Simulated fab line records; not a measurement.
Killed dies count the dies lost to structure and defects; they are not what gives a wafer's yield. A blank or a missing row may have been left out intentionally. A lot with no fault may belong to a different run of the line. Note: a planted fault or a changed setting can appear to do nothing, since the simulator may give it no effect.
Matching of chambers :: flow nand harc :: NHARC_A_ONON_D1_DEP_33 on pecvd-03: 3 sister chambers
The step deposits SiO2, target thk 200 nm. 3 wafers are shown with their chamber, then 9 later ones without.

== EACH WAFER AND ITS CHAMBER ==
wafer: L083.2
chamber: 1
throttle valve pct (%): 15.6

wafer: L083.4
chamber: 0
throttle valve pct (%): 16.0

wafer: L083.5
chamber: 2
throttle valve pct (%): 15.0

== WAFERS WHOSE CHAMBER IS MISSING ==
wafer: L084.2
throttle valve pct (%): 14.8

wafer: L084.4
throttle valve pct (%): 16.2

wafer: L084.6
throttle valve pct (%): 14.8

wafer: L085.3
throttle valve pct (%): 15.6

wafer: L085.4
throttle valve pct (%): 16.2

wafer: L085.5
throttle valve pct (%): 14.6

wafer: L097.2
throttle valve pct (%): 16.4

wafer: L097.3
throttle valve pct (%): 15.6

wafer: L097.5
throttle valve pct (%): 15.2

== EACH ONE'S CHAMBER ==
wafer: L084.2
from the rows above: 2
in truth: 2

wafer: L084.4
from the rows above: can't be placed: 0 or 1
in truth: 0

wafer: L084.6
from the rows above: 2
in truth: 2

wafer: L085.3
from the rows above: can't be placed: 1 or 0
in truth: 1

wafer: L085.4
from the rows above: can't be placed: 0 or 1
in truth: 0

wafer: L085.5
from the rows above: 2
in truth: 2

wafer: L097.2
from the rows above: can't be placed: 0 or 1
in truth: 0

wafer: L097.3
from the rows above: can't be placed: 1 or 0
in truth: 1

wafer: L097.5
from the rows above: can't be placed: 2 or 1
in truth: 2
Correctly placed: 3 of 9. From these rows, 6 cannot be placed; in 6 the true chamber is one of the candidates. Placed wrongly: 0.
How it was worked out, from the rows above alone: a wafer's distance from a chamber is the root of the sum, over the readings, of the square of ((its reading less the chamber's mean) divided by the reading's scatter). If the next closest chamber is less than 2 further off than the closest, the wafer can't be placed; otherwise it belongs to the closest. The mean given for a chamber averages the wafers shown for that chamber. The scatter (one wafer shown for each chamber): square how far every hidden wafer sits from the nearest shown wafer, average those squares and take the square root.
